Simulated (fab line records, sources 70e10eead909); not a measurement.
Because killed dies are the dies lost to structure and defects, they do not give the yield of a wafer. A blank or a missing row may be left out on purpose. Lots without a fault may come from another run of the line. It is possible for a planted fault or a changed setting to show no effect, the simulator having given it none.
Matching of chambers    flow nand harc    cmp-04 running NHARC_A_CHANNEL_FILL_D2_CMP_10: 4 sister chambers
The step polishes, target thk 150 nm. 4 wafers are shown with their chamber, then 8 later ones without.

WAFERS, EACH WITH ITS CHAMBER
wafer   chamber  motor current A (A)
L089.1  2        11.1
L090.1  1        10.8
L090.2  0        13.1
L093.2  3        11.9

WAFERS MISSING THEIR CHAMBER
wafer   motor current A (A)
L093.5  12.1
L093.6  11.6
L095.2  11.6
L095.3  12.7
L095.6  12.7
L096.1  11.8
L096.3  11.9
L096.4  12.1

CHAMBER TAKEN BY EACH
wafer    from the rows above            in truth
L093.5   3                              3
L093.6   can't be placed: 3 or 2 or 1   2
L095.2   can't be placed: 3 or 2 or 1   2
L095.3   can't be placed: 0 or 3        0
L095.6   can't be placed: 0 or 3        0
L096.1   3                              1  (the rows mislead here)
L096.3   3                              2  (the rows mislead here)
L096.4   3                              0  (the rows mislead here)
1 of 8 placed correctly. From these rows, 4 cannot be placed; in 4 the true chamber is one of the candidates. Wrongly placed: 3.
How it was worked out, from the rows above alone: a wafer's distance from a chamber is the root of the sum, over the readings, of the square of ((its reading less the chamber's mean) divided by the reading's scatter). If the next closest chamber is less than 2 further off than the closest, the wafer can't be placed; otherwise it belongs to the closest. For every chamber, the mean is computed from those of its wafers that are shown. The scatter (one wafer shown for each chamber): square how far every hidden wafer sits from the nearest shown wafer, average those squares and take the square root.
